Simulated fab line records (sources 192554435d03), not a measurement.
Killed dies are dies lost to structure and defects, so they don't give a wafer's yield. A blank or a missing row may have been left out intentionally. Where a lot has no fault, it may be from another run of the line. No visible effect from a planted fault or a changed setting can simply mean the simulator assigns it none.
A lot that was struck, set against a sound lot ; flow n5_finfet ; 16 steps out of a route of 1938
Sound: the wafers L922.1, L922.4, L922.6. Struck: wafer L915.3 (L915.4, L915.6, from the same lot, were not struck and are left out); the cause is given at the end.
Order at every step that has rows: each side's tool, ch and its chambers, its first start. Under that, the readings that differ: sound wafers ; struck wafers ; difference of the means ; sigmas: that difference in standard deviations of wafers without a fault.
alike: readings whose means differ by less than 2 such deviations, and words and numbers that are the same on both sides. not compared: withheld readings, readings that some wafer has no value for, bounds like >300 that may hide the same value, and numbers for which the record gives no deviation and whose values overlap.
The two part at a step that has a row with sigmas, a row that says differs or no value, or rows on one side only. Non-overlapping numbers with no deviation appear without sigmas and do not part them. Lack of a reading on every wafer of one side parts them only where that side has two or more wafers.

N5_BEOL_M2_ANNEAL_95: time 240 s.
  sound: pvd_sputter-02 at day 12 11:41; struck: pvd_sputter-03 at day 9 20:25
  alike: heater_power_w
N5_BEOL_M2_SPUTTER_96: material Cu, target thk 4.5 nm, time 8.29 s.
  sound: pvd_sputter-02 at day 12 11:49; struck: pvd_sputter-03 at day 9 20:33
  alike: throttle_valve_pct
then, 2 steps without rows for these wafers: N5_BEOL_M2_ECD_50 (material Cu, target thk 300 nm); N5_BEOL_M2_ANNEAL_51 (time 90 s).
N5_BEOL_M2_CMP_52: polishes, stops on SiOC, t overpolish 6.8 s, target thk 40 nm.
  sound on cmp-04 ch 0,1,2, day 12 12:21; struck on cmp-04 ch 3, day 9 21:12
reading;sound;struck;difference;sigmas
motor_current_A (A);6.6 5.3 5.2;6.8;+1.1;+2
  alike: barrier_field_endpoint_s, head_pressure_psi, overpolish_run_s, retaining_ring_pressure_frac, time_to_endpoint_s
  not compared: pad_life_wafers
N5_BEOL_M2_THK_MEAS_53: measures by xrf.
  sound: film_metro-01 at day 12 12:37; struck: film_metro-01 at day 9 21:30
  alike: M2_THK
then, 1 step without rows for these wafers: N5_BEOL_M2_PRE_CLEAN_60 (time 15 s).
N5_BEOL_M2_CO_CAP_55: material Co, precursor CCTBA/H2, target thk 2 nm, time 102.1 s.
  sound on cvd_co-02 ch 0,1, day 12 12:41; struck on cvd_co-02 ch 0, day 9 21:34
  alike: heater_power_w
then, 1 step without rows for these wafers: N5_BEOL_M2_PRE_CLEAN_56 (time 15 s).
N5_BEOL_M2_DEP_57: deposits SiCN from 3MS/NH3, target thk 8 nm, time 14 s.
  sound on pecvd-02 ch 0,2, day 12 12:49; struck on pecvd-03 ch 0, day 9 21:43
reading;sound;struck;difference;sigmas
throttle_valve_pct (%);9.0 9.6 9.3;8.2;-1.1;-2
  alike: showerhead_plenum_p_Torr
N5_BEOL_M2_RS_MEAS_58: the measuring method here is four-point-probe.
  sound: film_metro-01 at day 12 12:54; struck: film_metro-01 at day 9 21:47
  alike: M2_RS
N5_BEOL_M2_INSPECT_59: inspects for defects (darkfield).
  sound: defect_inspect-01 at day 12 12:55; struck: defect_inspect-01 at day 9 21:49
  alike: raw_defect_count
N5_BEOL_M3_ILD_DEP_00: deposits SiOC from DEMS/O2, target thk 79 nm, time 15.3 s.
  sound on pecvd-03 ch 0,2, day 12 12:58; struck on pecvd-02 ch 0, day 9 21:52
reading;sound;struck;difference;sigmas
susceptor_temp_C (C);350.26 349.66 350.26;353.99;+3.93;+19
throttle_valve_pct (%);11.1 10.5 10.3;12.6;+2.0;+3
  alike: heater_power_w, showerhead_plenum_p_Torr
N5_BEOL_M3_THK_MEAS_01:
  sound: film_metro-02 at day 12 13:02; struck: film_metro-02 at day 9 21:56
  alike: M3_ILD_THK
N5_BEOL_M4_RC_MEAS_101:
  sound on prober-02 ch 0, day 14 19:55; struck on prober-01 ch 0, day 11 04:14
  alike: DIBL_N, DIBL_P, IOFF_N, IOFF_P, ION_N, ION_P, SS_N, SS_P, VT_N, VT_P
-- a jump in the record: the struck wafers' starts before and after are 5 days apart (it breaks off in module BEOL_M4 and resumes in module PASSIVATION, where the first step shown is number 1936 of the route) --
N5_PASSIVATION_PROBE_49:
  sound: prober-01 at day 19 01:07; struck: prober-01 at day 15 20:51
reading;sound;struck;difference;sigmas
killed_at_M4_up;15 14 10;24;+11;+2
killed_at_other;7 2 1;11;+8;+2
  alike: defect_limited_yield, killed_at_M0_to_M3, killed_at_contacts, killed_at_front_end, killed_dies, killed_open, killed_short, sort_bin_4_leakage, sort_bin_5_function, sort_bin_6_memory, sort_bin_8_speed, sort_n_pass

== WHERE THEY PART ==
At N5_BEOL_M2_CMP_52 first; at N5_PASSIVATION_PROBE_49 last (within this record only).

WHY: what the simulator had put in
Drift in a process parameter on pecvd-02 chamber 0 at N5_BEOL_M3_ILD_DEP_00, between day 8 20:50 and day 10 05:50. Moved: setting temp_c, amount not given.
